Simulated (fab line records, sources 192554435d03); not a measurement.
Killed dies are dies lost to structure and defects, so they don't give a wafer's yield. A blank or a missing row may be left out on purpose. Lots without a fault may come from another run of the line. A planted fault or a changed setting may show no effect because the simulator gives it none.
A struck lot beside a sound one | flow n5_finfet | 40 steps out of a route of 1938
Sound: wafers L682.1, L682.3. Struck: wafers L697.2, L697.6. (L697.4 of the same lot was not struck and is left out.) The cause comes at the end.
At each step with rows: each side's tool, then ch and its chambers, then its first start. Under that, the readings that differ: sound wafers | struck wafers | difference of the means | sigmas: that difference in standard deviations of wafers without a fault.
alike: readings whose means differ by less than 2 such deviations, and words and numbers that are the same on both sides. not compared: withheld readings, readings that some wafer has no value for, bounds like >300 that may hide the same value, and numbers for which the record gives no deviation and whose values overlap.
The two part at a step that has a row with sigmas, a row that says differs or no value, or rows on one side only. Numbers that don't overlap but have no deviation are shown without sigmas and don't part them. A reading that every wafer of one side lacks parts them only if that side has two wafers or more.

first, 5 steps without rows for these wafers: N5_HKMG_FIN_W_FILL_22 (material W, target thk 60 nm, time 18.2 s); N5_HKMG_FIN_PRECLEAN_83 (cleans in DIW, time 57.5 s); N5_HKMG_FIN_SRD_84 (dry time 32 s); N5_HKMG_FIN_CMP_23 (polishes, stops on SiNx, t overpolish 10 s, target thk 46.326 nm); N5_HKMG_FIN_CMP_94 (polishes, stops on SiNx, t overpolish 4.7 s, target thk 43.299 nm).
N5_HKMG_FIN_INSPECT_28: inspects for defects (darkfield).
  sound on defect_inspect-01, day 6 01:32; struck on defect_inspect-01, day 9 22:35
  alike: raw_defect_count
N5_GATE_CUT_ETCHBACK_00: etches W in SF6/Cl2.
  sound on rie_metal-01 ch 0,1, day 6 01:34; struck on rie_metal-02 ch 1, day 9 22:37
  alike: drypump_motor_current_A, oes_product_au, throttle_valve_pct
  not compared: rf_hours_counter_h
then, 4 steps without rows for these wafers: N5_GATE_CUT_ETCH_56 (etches TiN in Cl2/Ar, target depth 21.6 nm); N5_GATE_CUT_ETCHBACK_30 (etches TiN in Cl2/Ar, target depth 3 nm); N5_GATE_CUT_VAPOR_ETCH_60 (etches HfO2 in BCl3/Cl2); N5_GATE_CUT_ETCH_58 (etches SiNx in CH3F/O2, target depth 17 nm, time 128.6 s).
N5_GATE_CUT_STRIP_59: strips in N2/H2, time 20 s.
  sound on rie_diel-03 ch 0,1, day 6 01:58; struck on rie_diel-02 ch 3, day 9 23:01
  alike: drypump_motor_current_A, oes_product_au, rf_vpp_V, showerhead_plenum_p_Torr, temp_c, throttle_valve_pct
  not compared: rf_hours_counter_h
then, 2 steps without rows for these wafers: N5_GATE_CUT_PRECLEAN_31 (cleans in DIW, time 300 s); N5_GATE_CUT_SRD_32 (time 30 s).
N5_GATE_CUT_SAC_CAP_01: material SiNx, target thk 24 nm, pulse time 1 s, ald cycles 480.
  sound on ald_sin-03 ch 0,1, day 6 02:20; struck on ald_sin-01 ch 1,3, day 9 23:13
  alike: heater_power_w, precursor_pulse_height_rel
N5_GATE_CUT_PECVD_57: deposits SiNx from SiH4/NH3/N2, target thk 21 nm.
  sound on pecvd-02 ch 1,2, day 6 04:32; struck on pecvd-04 ch 0,2, day 10 01:25
  alike: heater_power_w, showerhead_plenum_p_Torr, throttle_valve_pct
then, 11 steps without rows for these wafers: N5_GATE_CUT_CMP_02 (polishes, stops on SiO2, t overpolish 12.7 s, target thk 0 nm); N5_GATE_CUT_HM_DEP_46 (deposits SiO2 from TEOS/O2, target thk 130 nm, time 26.6 s); N5_GATE_CUT_COAT_34 (time 60 s, resist thk 60 nm); N5_GATE_CUT_COAT_35 (time 60 s, resist thk 10 nm); N5_GATE_CUT_COAT_27 (time 60 s, resist thk 10 nm); N5_GATE_CUT_COAT_07 (resist thk 30 nm); N5_GATE_CUT_EBR_09; N5_GATE_CUT_SOFTBAKE_08 (time 60 s); N5_GATE_CUT_EXPOSE_10 (exposes mask GATE CUT, target cd 20 nm); N5_GATE_CUT_PEB_11 (peb time 60 s); N5_GATE_CUT_DEVELOP_12 (develop time 30 s).
N5_GATE_CUT_CD_MEAS_13: target cd 20 nm.
  sound on cd_sem-03 ch 0, day 6 05:16; struck on cd_sem-01 ch 0, day 10 02:11
  alike: cd_nm
N5_GATE_CUT_OVL_MEAS_14:
  sound on overlay-01 ch 0, day 6 05:19; struck on overlay-01 ch 0, day 10 02:13
  alike: GATE_CUT_OVL
then, 1 step without rows for these wafers: N5_GATE_CUT_DESCUM_18 (chemistry O2, time 7 s).
N5_GATE_CUT_ETCH_28: etches underlayer in N2/H2, target depth 13 nm, time 10.4 s.
  sound on rie_diel-03 ch 0,1, day 6 05:26; struck on rie_diel-04 ch 0,1, day 10 02:20
  alike: drypump_motor_current_A, etch_rf_on_time_s, oes_product_au, rf_vpp_V, showerhead_plenum_p_Torr, throttle_valve_pct
  not compared: rf_hours_counter_h
then, 4 steps without rows for these wafers: N5_GATE_CUT_ETCH_36 (etches SiARC in CF4, target depth 13 nm, time 21.7 s); N5_GATE_CUT_ETCH_37 (etches SOC in N2/H2, target depth 60 nm, overetch 12 nm, time 90 s); N5_GATE_CUT_STRIP_38 (strips in N2/H2); N5_GATE_CUT_STRIP_39 (strips in N2/H2).
N5_GATE_CUT_HM_OPEN_40: chemistry C4F6/O2, target SiO2, target depth 139 nm, time 85.1 s.
  sound on rie_diel-03 ch 0,1, day 6 05:34; struck on rie_diel-04 ch 0,1, day 10 02:28
  reading             | sound       | struck    | difference | sigmas
  O2_flow_sccm (sccm) | 10.06 10.02 | 9.99 9.94 | -0.07      | -2
  alike: C4F6_flow_sccm, drypump_motor_current_A, etch_rf_on_time_s, oes_f_703_au, oes_product_au, rf_vpp_V, showerhead_plenum_p_Torr, throttle_valve_pct
  not compared: rf_hours_counter_h
then, 3 steps without rows for these wafers: N5_GATE_CUT_STRIP_41 (strips in CF4); N5_GATE_CUT_STRIP_42 (strips in O2); N5_GATE_CUT_ETCH_19 (etches SiNx in CH3F/O2, target depth 53.7 nm, time 76.7 s).
-- the record jumps here: 9 days lie between the struck wafers' starts before and after (it left off in module GATE_CUT and takes up again in module PASSIVATION, whose first step shown is number 1936 of the route) --
N5_PASSIVATION_PROBE_49:
  the record has rows for the struck wafers here (prober-02, day 19 11:15) and none for the sound ones

WHERE THEY PART
First at N5_GATE_CUT_HM_OPEN_40; last, within this record, at N5_PASSIVATION_PROBE_49.

WHY: what the simulator had put in
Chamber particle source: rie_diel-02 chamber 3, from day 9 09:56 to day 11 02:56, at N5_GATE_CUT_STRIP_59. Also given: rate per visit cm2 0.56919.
